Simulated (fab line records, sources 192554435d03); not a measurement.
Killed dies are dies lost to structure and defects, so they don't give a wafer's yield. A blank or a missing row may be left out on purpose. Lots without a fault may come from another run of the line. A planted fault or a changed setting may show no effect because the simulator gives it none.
Chamber matching | flow n5_finfet | N5_GATE_CUT_ETCH_28 on rie_diel-03: 4 sister chambers
The step etches underlayer in N2/H2, target depth 13 nm, time 10.4 s. 4 wafers are shown with their chamber, then 10 later ones without.

WAFERS WITH THEIR CHAMBER
wafer  | chamber | showerhead_plenum_p_Torr (Torr)
L082.1 | 3       | 2.65
L087.2 | 1       | 2.53
L088.2 | 0       | 2.68
L088.4 | 2       | 2.42

WAFERS WITHOUT THEIR CHAMBER
wafer  | showerhead_plenum_p_Torr (Torr)
L088.5 | 2.53
L090.1 | 2.68
L090.4 | 2.42
L090.5 | 2.53
L093.1 | 2.67
L093.3 | 2.64
L093.5 | 2.42
L096.1 | 2.67
L096.2 | 2.63
L096.3 | 2.42

WHICH CHAMBER EACH WENT THROUGH
wafer  | from the rows above     | in truth
L088.5 | 1                       | 1
L090.1 | 0                       | 0
L090.4 | 2                       | 2
L090.5 | 1                       | 1
L093.1 | can't be placed: 0 or 3 | 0
L093.3 | 3                       | 3
L093.5 | 2                       | 2
L096.1 | can't be placed: 0 or 3 | 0
L096.2 | 3                       | 3
L096.3 | 2                       | 2
Placed correctly: 8 of 10. Can't be placed from these rows: 2 (the true chamber is among the candidates in 2). Placed wrongly: 0.
How it was worked out, from the rows above alone: a wafer's distance from a chamber is the root of the sum, over the readings, of the square of ((its reading less the chamber's mean) divided by the reading's scatter). The wafer belongs to the nearest chamber; if the next one is less than 2 further off, it can't be placed. A chamber's mean is the mean of its shown wafers. The scatter: with one shown wafer a chamber, the root of the mean of the squares of how far each hidden wafer lies from its nearest shown one.
